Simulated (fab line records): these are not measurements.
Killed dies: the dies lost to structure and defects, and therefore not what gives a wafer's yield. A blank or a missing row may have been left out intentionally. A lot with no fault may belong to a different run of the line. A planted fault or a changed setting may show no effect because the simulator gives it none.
Which tool did it? + flow n5_finfet + 24 lots, 72 wafers sampled, at 2 steps of a route of 1938

WHAT THE GAUGES SHOWED, per wafer
N5_BEOL_M1_OVL_MEAS_12.
| lot  | measured     | on         | M1_OVL (nm)    |
|------|--------------|------------|----------------|
| L074 | day 6 14:17  | overlay-02 | -0.6 0.4 0.1   |
| L076 | day 6 19:28  | overlay-02 | -0.1 -0.8 0.9  |
| L077 | day 7 08:16  | overlay-02 | 0.7 0.3 0.9    |
| L075 | day 7 11:10  | overlay-01 | -0.4 -0.9 -0.9 |
| L078 | day 7 15:16  | overlay-02 | -0.3 0.1 1.5   |
| L079 | day 7 16:38  | overlay-02 | 0.5 0.7 -0.3   |
| L080 | day 7 20:44  | overlay-02 | 0.3 -1.3 -0.6  |
| L081 | day 8 02:01  | overlay-01 | -0.6 -0.1 0.1  |
| L082 | day 8 06:34  | overlay-02 | -1.2 -0.6 0.3  |
| L083 | day 8 11:50  | overlay-01 | 0.3 -0.4 -0.2  |
| L084 | day 8 21:48  | overlay-02 | -0.7 -1.0 -1.0 |
| L085 | day 9 03:07  | overlay-02 | 0.0 -0.6 0.3   |
| L086 | day 9 04:46  | overlay-02 | 0.5 0.4 -0.1   |
| L087 | day 9 10:23  | overlay-01 | -0.9 0.8 0.3   |
| L088 | day 9 14:01  | overlay-01 | -0.8 -0.5 -0.1 |
| L089 | day 10 04:55 | overlay-01 | 0.7 1.2 1.7    |
| L090 | day 10 08:44 | overlay-02 | 0.8 -0.7 -0.2  |
| L091 | day 10 13:09 | overlay-01 | -0.9 -0.4 0.6  |
| L092 | day 10 17:22 | overlay-01 | 0.8 0.1 0.6    |
| L093 | day 10 21:28 | overlay-02 | -1.4 -0.9 -0.9 |
| L094 | day 11 04:03 | overlay-02 | -0.4 -0.3 0.9  |
| L095 | day 11 11:16 | overlay-02 | -0.6 0.1 1.1   |
| L096 | day 11 18:52 | overlay-01 | -2.0 -1.2 -1.0 |
| L097 | day 12 01:50 | overlay-02 | 1.3 1.1 1.1    |

WHICH TOOL RAN EACH LOT (tool, then ch and the chambers of the sampled wafers, then the start)
| lot  | N5_BEOL_M1_PECVD_72             |
|------|---------------------------------|
| L074 | pecvd-03 ch 0,2, day 6 13:34    |
| L076 | pecvd-02 ch 0,1,2, day 6 15:57  |
| L077 | pecvd-03 ch 0,1,2, day 7 06:23  |
| L075 | pecvd-02 ch 1,2, day 7 10:08    |
| L078 | pecvd-04 ch 1,2, day 7 11:43    |
| L079 | pecvd-04 ch 0,1, day 7 15:58    |
| L080 | pecvd-02 ch 0,1, day 7 18:43    |
| L081 | pecvd-03 ch 0,2, day 8 00:45    |
| L082 | pecvd-02 ch 1,2, day 8 05:04    |
| L083 | pecvd-03 ch 0,2, day 8 08:37    |
| L084 | pecvd-03 ch 0,1,2, day 8 20:38  |
| L085 | pecvd-04 ch 0,1,2, day 9 01:35  |
| L086 | pecvd-03 ch 0,2, day 9 03:38    |
| L087 | pecvd-04 ch 0,1,2, day 9 07:50  |
| L088 | pecvd-02 ch 0,1,2, day 9 12:55  |
| L089 | pecvd-02 ch 0,1,2, day 10 02:59 |
| L090 | pecvd-03 ch 0,2, day 10 07:43   |
| L091 | pecvd-03 ch 0,2, day 10 12:32   |
| L092 | pecvd-03 ch 0,1, day 10 16:09   |
| L093 | pecvd-04 ch 0,1,2, day 10 20:27 |
| L094 | pecvd-04 ch 0,1,2, day 11 02:46 |
| L095 | pecvd-02 ch 0,1, day 11 08:03   |
| L096 | pecvd-03 ch 0,1, day 11 17:49   |
| L097 | pecvd-03 ch 0,1,2, day 12 01:14 |
- N5_BEOL_M1_PECVD_72: deposits SiO2 from TEOS/O2, target thk 16 nm, time 18 s.

AS READ BY THE TOOLS THEMSELVES (means over the sampled wafers that have a number; for cases with no such wafer, the mark the record gives instead)
N5_BEOL_M1_PECVD_72.
| lot  | tool     | heater_power_w (W) | showerhead_plenum_p_Torr (Torr) | throttle_valve_pct (%) |
|------|----------|--------------------|---------------------------------|------------------------|
| L074 | pecvd-03 | 655                | 8.86                            | 21.6                   |
| L076 | pecvd-02 | 754                | 8.76                            | 22.6                   |
| L077 | pecvd-03 | 645                | 8.80                            | 22.5                   |
| L075 | pecvd-02 | 783                | 8.75                            | 22.7                   |
| L078 | pecvd-04 | 853                | 8.76                            | 23.0                   |
| L079 | pecvd-04 | 893                | 8.70                            | 22.9                   |
| L080 | pecvd-02 | 747                | 8.77                            | 23.2                   |
| L081 | pecvd-03 | 717                | 8.86                            | 21.7                   |
| L082 | pecvd-02 | 769                | 8.75                            | 22.9                   |
| L083 | pecvd-03 | 730                | 8.86                            | 21.6                   |
| L084 | pecvd-03 | 615                | 8.80                            | 22.6                   |
| L085 | pecvd-04 | 914                | 8.74                            | 22.6                   |
| L086 | pecvd-03 | 637                | 8.80                            | 22.2                   |
| L087 | pecvd-04 | 878                | 8.72                            | 22.7                   |
| L088 | pecvd-02 | 709                | 8.77                            | 22.6                   |
| L089 | pecvd-02 | 727                | 8.79                            | 22.8                   |
| L090 | pecvd-03 | 629                | 8.81                            | 22.1                   |
| L091 | pecvd-03 | 599                | 8.81                            | 22.3                   |
| L092 | pecvd-03 | 597                | 8.76                            | 23.3                   |
| L093 | pecvd-04 | 897                | 8.73                            | 22.4                   |
| L094 | pecvd-04 | 885                | 8.72                            | 22.2                   |
| L095 | pecvd-02 | 781                | 8.74                            | 23.1                   |
| L096 | pecvd-03 | 574                | 8.75                            | 23.4                   |
| L097 | pecvd-03 | 627                | 8.81                            | 22.4                   |

THE ANSWER, worked out from the rows above alone
Rule: usual is defined by the lots themselves. The widest of any qualifying gaps counts: lots, ordered by their means at a reading, are off when they make up no more than a third of the lots, leave a main group of 4 or more, and stand apart from it by 3 or more times the standard deviation of that group's means. If all means in a main group match to the digits the tables above print for the reading, that group is not used. Also off: a lot with no number at a reading for which 4 or more lots have one. All remaining lots with rows at the step are treated as sound. First the gauges in route order, then the tools' own readings, where a lot's mean is used as printed above. At the first step where some lot is off, the reading lying furthest off is the one used; lots without a number count as furthest.
No lot is off on any of the readings shown, so nothing can be concluded from this.

WHAT THE SIMULATOR HAD PUT IN
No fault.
